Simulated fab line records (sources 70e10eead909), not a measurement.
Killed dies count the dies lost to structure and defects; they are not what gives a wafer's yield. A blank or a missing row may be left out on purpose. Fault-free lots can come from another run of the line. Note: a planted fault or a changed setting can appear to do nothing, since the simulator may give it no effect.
A lot that was struck, set against a sound lot | flow nandHarc | 14 out of 1302 route steps
Sound: the wafers L286.4, L286.5, L286.6. Wafers L284.2, L284.3, L284.4 were the ones struck. The cause comes at the end.
At each step with rows: each side's tool, then ch and its chambers, then its first start. Under that, the readings that differ: sound wafers | struck wafers | difference of the means | sigmas: that difference in standard deviations of wafers without a fault.
alike: same words and numbers on both sides, and readings whose means sit less than 2 such deviations apart. not compared: any withheld reading, any reading some wafer has no value for, any bound like >300 that may hide the same value, and any number with overlapping values for which the record gives no deviation.
Wherever a step has rows on one side only, a row that says differs or no value, or a row with sigmas, the two part there. Numbers that don't overlap but have no deviation are shown without sigmas and don't part them. A reading that every wafer of one side lacks parts them only if that side has two wafers or more.

first, 1 step without rows for these wafers: NHARC_P_CONTACT_SRD_26.
NHARC_P_CONTACT_INSPECT_27:
  sound on defectInspect-01, day 13 21:43; struck on defectInspect-01, day 13 02:37
  alike: rawDefectCount
then, 9 steps without rows for these wafers: NHARC_P_M0_DEP_00 (deposits SiOC, target thk 150 nm); NHARC_P_M0_DEHYDRATE_01 (time 120 s); NHARC_P_M0_HMDS_02 (time 30 s); NHARC_P_M0_COAT_33 (time 65 s); NHARC_P_M0_COAT_03 (resist thk 90 nm); NHARC_P_M0_SOFTBAKE_04 (time 55 s); NHARC_P_M0_EBR_05; NHARC_P_M0_EXPOSE_06 (exposes mask P M0, target cd 90 nm); NHARC_P_M0_PEB_07 (peb time 65 s).
NHARC_P_M0_DEVELOP_08: develop time 35 s.
  sound on lithoTrack-06 ch 0, day 13 22:00; struck on lithoTrack-04 ch 0, day 13 03:00
reading            | sound             | struck            | difference | sigmas
developerTempC (C) | 22.84 22.93 22.97 | 23.79 23.74 23.85 | +0.88      | +10
NHARC_P_M0_CD_MEAS_09: the cd target is 90 nm.
  sound on cdSem-03 ch 0, day 13 22:37; struck on cdSem-03 ch 0, day 13 03:32
  alike: cdNm
-- break in the record here, with 18 days between the starts of the struck wafers on either side (left off in module P_M0, picked up again in module END, where the first step shown is number 1302 on the route) --
NHARC_END_SORT_01:
  sound on prober-01 ch 0, day 32 11:44; struck on prober-02 ch 0, day 31 05:58
reading       | sound | struck | difference | sigmas
killedAtOther | 0 0 0 | 2 3 3  | +3         | +2
  alike: defectLimitedYield, killedAtArray, killedAtPeriphery, killedDies, killedOpen, killedShort

WHERE THEY PART
Last at NHARC_END_SORT_01 as far as this record goes, first at NHARC_P_M0_DEVELOP_08.

WHY: what had been put in by the simulator
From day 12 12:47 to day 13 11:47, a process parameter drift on lithoTrack-04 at NHARC_P_M0_DEVELOP_08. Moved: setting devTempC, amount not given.
